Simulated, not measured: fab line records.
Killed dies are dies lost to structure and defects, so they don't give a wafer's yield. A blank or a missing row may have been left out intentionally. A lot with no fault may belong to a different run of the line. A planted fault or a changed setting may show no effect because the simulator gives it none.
A struck lot beside a sound one | flow nand harc | 21 out of 1159 route steps
Sound: these wafers, L924.2, L924.4, L924.6. Wafers L933.2, L933.4, L933.5 were the ones struck. The cause is named last.
Each step with rows lists, per side, the tool, then ch with its chambers, then its first start. Under that, the readings that differ: sound wafers | struck wafers | difference of the means | sigmas: that difference in standard deviations of wafers without a fault.
alike: same words and numbers on both sides, and readings whose means sit less than 2 such deviations apart. not compared: any withheld reading, any reading some wafer has no value for, any bound like >300 that may hide the same value, and any number with overlapping values for which the record gives no deviation.
The two part at a step that has a row with sigmas, a row that says differs or no value, or rows on one side only. When numbers do not overlap yet have no deviation, they are printed without sigmas and do not part them. A reading missing from all wafers of one side parts the sides only when that side holds two or more wafers.

NHARC_P_CONTACT_CVD_23: deposits W, target thk 200 nm, time 557 s.
  sound: cvd w-02 ch 0,1; struck: cvd w-02 ch 0
  alike: heater power w, throttle valve pct
NHARC_P_CONTACT_CMP_24: polishes, t overpolish 30 s, target thk 200 nm.
  sound on cmp-03 ch 0,1,3, day 7 17:07; struck on cmp-02 ch 0,1, day 9 23:35
  alike: motor current A, overpolish run s, time to endpoint s
then, 1 step without rows for these wafers: NHARC_P_CONTACT_SRD_26.
NHARC_P_CONTACT_INSPECT_27:
  struck on defect inspect-02, day 10 00:00; sound on defect inspect-02, day 7 17:31
  alike: raw defect count
then, 7 steps without rows for these wafers: NHARC_P_M0_DEP_00 (deposits SiOC, target thk 150 nm); NHARC_P_M0_DEHYDRATE_01 (time 120 s); NHARC_P_M0_HMDS_02 (time 30 s); NHARC_P_M0_COAT_33 (time 65 s); NHARC_P_M0_COAT_03 (resist thk 90 nm); NHARC_P_M0_SOFTBAKE_04 (time 55 s); NHARC_P_M0_EBR_05.
NHARC_P_M0_EXPOSE_06: exposes mask P M0, target cd 90 nm.
  sound on arfi scanner-02 ch 0, day 7 18:25; struck on arfi scanner-02 ch 0, day 10 00:46
  reading              | sound             | struck            | difference | sigmas
  exposure dose mJ cm2 | 81.18 81.16 81.20 | 47.69 47.77 47.69 | -33.46     | -99 or more
  alike: mask
then, 2 steps without rows for these wafers: NHARC_P_M0_PEB_07 (peb time 65 s); NHARC_P_M0_DEVELOP_08 (develop time 35 s).
NHARC_P_M0_CD_MEAS_09: target cd 90 nm.
  sound on cd sem-02 ch 0, day 7 18:33; struck on cd sem-03 ch 0, day 10 00:54
  reading    | sound          | struck         | difference | sigmas
  cd nm (nm) | 89.4 88.2 89.8 | 56.1 56.8 57.1 | -32.5      | -55
NHARC_P_M0_OVL_MEAS_10: pitch 180 nm.
  struck on overlay-02, day 10 00:59; sound on overlay-02, day 7 18:38
  alike: overlay x nm, overlay y nm
NHARC_P_M0_INSPECT_11:
  struck on defect inspect-01, day 10 01:01; sound on defect inspect-01, day 7 18:40
  alike: raw defect count
NHARC_P_M0_DESCUM_14: chemistry O2, time 3 s.
  sound on rie diel-13 ch 0,1, day 7 18:44; struck on rie diel-13 ch 0,1,3, day 10 01:05
  reading               | sound             | struck           | difference | sigmas
  model.P_M0.cd nm (nm) | 90.15 88.67 89.88 | 55.5 56.15 57.48 | -33.2      |
  alike: drypump motor current A, oes product au, rf vpp V, showerhead plenum p Torr, throttle valve pct
  not compared: rf hours counter h
NHARC_P_M0_ETCH_34: etches the open film in N2/H2, target depth 40 nm, overetch 12 nm, time 43.94 s.
  sound on rie diel-13 ch 0,1,3, day 7 18:50; struck on rie diel-13 ch 0,1,3, day 10 01:11
  alike: drypump motor current A, oes product au, rf vpp V, showerhead plenum p Torr, throttle valve pct
  not compared: rf hours counter h
NHARC_P_M0_ETCH_15: etches the open film in C4F8/Ar, target depth 150 nm, overetch 15 nm, time 82.5 s.
  sound: rie diel-13 ch 1,3; struck: rie diel-13 ch 1,2
  reading               | sound             | struck            | difference | sigmas
  model.P_M0.cd nm (nm) | 90.04 88.95 89.45 | 55.94 55.99 57.33 | -33.06     |
  alike: oes product au, rf vpp V
  not compared: rf hours counter h
NHARC_P_M0_CD_MEAS_16:
  struck on cd sem-03, day 10 01:23; sound on cd sem-02, day 7 19:02
  reading    | sound          | struck         | difference | sigmas
  cd nm (nm) | 89.8 89.1 89.5 | 56.4 56.2 57.3 | -32.8      | -41

WHERE THEY PART
Last at NHARC_P_M0_CD_MEAS_16 as far as this record goes, first at NHARC_P_M0_EXPOSE_06.

WHY: what the simulator had put in
Process parameter drift: arfi scanner-02, from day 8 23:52 on, at NHARC_P_M0_EXPOSE_06. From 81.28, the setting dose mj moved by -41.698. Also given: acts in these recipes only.
